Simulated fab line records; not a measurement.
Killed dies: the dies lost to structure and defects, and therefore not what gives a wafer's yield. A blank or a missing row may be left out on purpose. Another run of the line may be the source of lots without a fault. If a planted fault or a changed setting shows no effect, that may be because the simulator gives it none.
Problem report in the 8D (eight disciplines) form, filled by code | flow nandHarc | the parts of the form that need people (team, actions taken, sign-off) are left out

== 1. THE ISSUE ==
killedAtArray at NHARC_END_SORT_01 reads a mean of 673 on 4 wafers of 3 lots; wafers without a fault read 28 with a standard deviation of 11. Measured from the usual mean, that is +59 standard deviations.
Seen first at day 24 12:13 on prober-01, wafer L615.5. The record holds 38 wafers of 13 lots with a number at this step. Rule for "out" (also "out of limits"): further than 4 standard deviations from the usual mean. The rest of the wafers with a number are treated as sound.

== 2. WHAT IT IS, WHAT IT ISN'T ==
question                    | is                             | is not
which readings at this step | killedAtArray, killedDies      | killedAtOther, killedAtPeriphery, killedOpen, killedShort
which lots                  | L615, L618, L619               | L598, L599, L601, L602, L603, L608, L609, L610, L620, L621
which wafers of those lots  | L615.5, L618.2, L618.5, L619.5 | L615.4, L615.6, L618.4, L619.6
read on which gauges        | prober-01, prober-02           | -
when                        | from day 24 12:13              | up to then (25 sound wafers); but 9 sound wafers of L615, L618, L619, L620, L621 came after

== 3. THE SUSPECTS, EACH WITH WHAT RULES IT OUT ==
Counting: if a tool at a process step up to the reading ran every lot that is out, it stays a suspect. Sound lots after the first of them don't rule it out here, since some wafers of a struck lot are sound.
- the gauge at NHARC_END_SORT_01: ruled out. The wafers that are out were read on 2 gauges (prober-01, prober-02).
- rieDiel-11 at NHARC_A_CHANNEL_HOLE_D1_ETCH_44 (etches the open film in CF4/O2, target depth 140 nm, overetch 14 nm, time 77 s): kept. Every lot that is out went through it, the first being L615 (day 12 20:23); the last sound lot it ran before that was L610 (day 11 15:40).
- rieDiel-05 at NHARC_A_CHANNEL_FILL_D1_ETCHBACK_20 (etches the open film in C4F8/O2/Ar, target depth 27 nm, time 13.5 s): kept. Every lot that is out went through it, the first being L615 (day 14 00:56); the last sound lot it ran before that was L610 (day 12 16:31). Out on those wafers are its own readings of runLengthS.
What counting leaves: rieDiel-11 at NHARC_A_CHANNEL_HOLE_D1_ETCH_44 and rieDiel-05 at NHARC_A_CHANNEL_FILL_D1_ETCHBACK_20.

== 4. THE CAUSE (what the simulator had put in) ==
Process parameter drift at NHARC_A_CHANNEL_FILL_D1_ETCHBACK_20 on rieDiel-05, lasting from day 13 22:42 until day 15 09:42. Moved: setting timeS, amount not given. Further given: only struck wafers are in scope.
Of the 2 suspects that counting leaves, this tool is one.

== 5. THE EFFECT CHAIN, in route order ==
Rows list readings where the struck wafers' mean (over those with a number) sits beyond 3 standard deviations from the usual. Only readings for which the record gives a usual standard deviation are gone through. hours: the time from each lot's start at the first step in this table that gives one to its start at this step, as a median over the lots. sigmas: the change in usual standard deviations.
hours | step                                | reading       | usual  | on struck wafers | change | sigmas
0     | NHARC_A_CHANNEL_FILL_D1_ETCHBACK_20 | runLengthS    | 34.7 s | 29.4             | -5.3   | -13
251   | NHARC_END_SORT_01                   | killedAtArray | 28     | 673              | +645   | +59
251   | NHARC_END_SORT_01                   | killedDies    | 32     | 676              | +644   | +59
Its process steps:
- NHARC_A_CHANNEL_FILL_D1_ETCHBACK_20: etches the open film in C4F8/O2/Ar, target depth 27 nm, time 13.5 s.

== 6. HOW IT WOULD HAVE BEEN CAUGHT EARLIER ==
Counted from the fault's start at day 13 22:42, it took 254 hours until the first out-of-limits reading at a measuring or inspecting step in this record, taken at day 24 12:13.
Tool's own readings at NHARC_A_CHANNEL_FILL_D1_ETCHBACK_20, runLengthS: out on all struck wafers the step has rows for; an alarm limit on them would have tripped on the first.
By day 24 12:13, every lot that is out (3) had started NHARC_A_CHANNEL_FILL_D1_ETCHBACK_20 on rieDiel-05. Had the tool been put on hold then, not one of them would have been saved.
